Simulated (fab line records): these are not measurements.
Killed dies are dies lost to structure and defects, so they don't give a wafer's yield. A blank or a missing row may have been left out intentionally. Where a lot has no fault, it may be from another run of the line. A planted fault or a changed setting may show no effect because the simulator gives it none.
Which tool did it?    flow n5_finfet    at 1 step of a route of 1938, 12 lots with 36 wafers sampled

WHAT THE GAUGES READ, wafer by wafer
N5_BEOL_M5_OVL_MEAS_12.
lot   measured      on          M5_OVL (nm)
L077  day 9 04:23   overlay-01  -0.7 -0.5 -1.7
L075  day 9 09:28   overlay-02  1.4 0.0 1.3
L078  day 9 13:39   overlay-01  -0.8 -0.8 -0.8
L081  day 10 20:24  overlay-01  -0.4 -0.8 0.7
L085  day 11 18:03  overlay-02  -1.0 -0.3 0.0
L086  day 13 05:23  overlay-01  -0.6 -0.1 0.1
L083  day 13 15:30  overlay-02  -0.3 -0.1 -0.1
L088  day 14 01:27  overlay-01  0.2 0.4 0.4
L093  day 14 20:04  overlay-02  0.0 -0.4 -0.4
L094  day 15 00:51  overlay-01  -0.3 -0.6 -0.7
L097  day 15 18:35  overlay-02  -0.4 -0.8 -0.1
L096  day 16 02:10  overlay-02  -0.2 1.4 -0.2

EACH LOT AND THE TOOL THAT RAN IT (in order: tool; ch and the chambers of the sampled wafers; start)
Record: no process step prior to these readings.

THE ANSWER, worked out from the rows above alone
Rule: the usual values come from the lots themselves. The widest of any qualifying gaps counts: lots, ordered by their means at a reading, are off when they make up no more than a third of the lots, leave a main group of 4 or more, and stand apart from it by 3 or more times the standard deviation of that group's means. A main group whose means are all the same, to the digits that the tables above print for the reading, isn't used. A lot without any number at a reading at which 4 lots or more have one is off too. Any other lot the step has rows for is counted as sound.
None of the lots is off at any reading shown; this tells nothing.

WHAT THE SIMULATOR HAD INSERTED
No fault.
